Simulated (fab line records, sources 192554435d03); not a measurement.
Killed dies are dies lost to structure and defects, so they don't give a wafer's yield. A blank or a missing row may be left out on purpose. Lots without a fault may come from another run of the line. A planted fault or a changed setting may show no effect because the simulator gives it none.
Chamber matching | flow n5_finfet | N5_BEOL_M4_DEP_57 on pecvd-04: 3 sister chambers
The step deposits SiCN from 3MS/NH3, target thk 8 nm, time 14 s. 3 wafers are shown with their chamber, then 8 later ones without.

WAFERS WITH THEIR CHAMBER
wafer  | chamber | showerhead_plenum_p_Torr (Torr)
L089.1 | 1       | 3.653
L089.5 | 2       | 3.676
L092.2 | 0       | 3.683

WAFERS WITHOUT THEIR CHAMBER
wafer  | showerhead_plenum_p_Torr (Torr)
L092.4 | 3.640
L092.6 | 3.683
L095.4 | 3.644
L095.5 | 3.668
L095.6 | 3.684
L097.2 | 3.674
L097.3 | 3.687
L097.6 | 3.677

WHICH CHAMBER EACH WENT THROUGH
wafer  | from the rows above          | in truth
L092.4 | 1                            | 1
L092.6 | can't be placed: 0 or 2      | 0
L095.4 | 1                            | 1
L095.5 | can't be placed: 2 or 0 or 1 | 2
L095.6 | can't be placed: 0 or 2      | 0
L097.2 | can't be placed: 2 or 0      | 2
L097.3 | can't be placed: 0 or 2      | 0
L097.6 | can't be placed: 2 or 0      | 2
Placed correctly: 2 of 8. Can't be placed from these rows: 6 (the true chamber is among the candidates in 6). Placed wrongly: 0.
How it was worked out, from the rows above alone: a wafer's distance from a chamber is the root of the sum, over the readings, of the square of ((its reading less the chamber's mean) divided by the reading's scatter). The wafer belongs to the nearest chamber; if the next one is less than 2 further off, it can't be placed. A chamber's mean is the mean of its shown wafers. The scatter: with one shown wafer a chamber, the root of the mean of the squares of how far each hidden wafer lies from its nearest shown one.
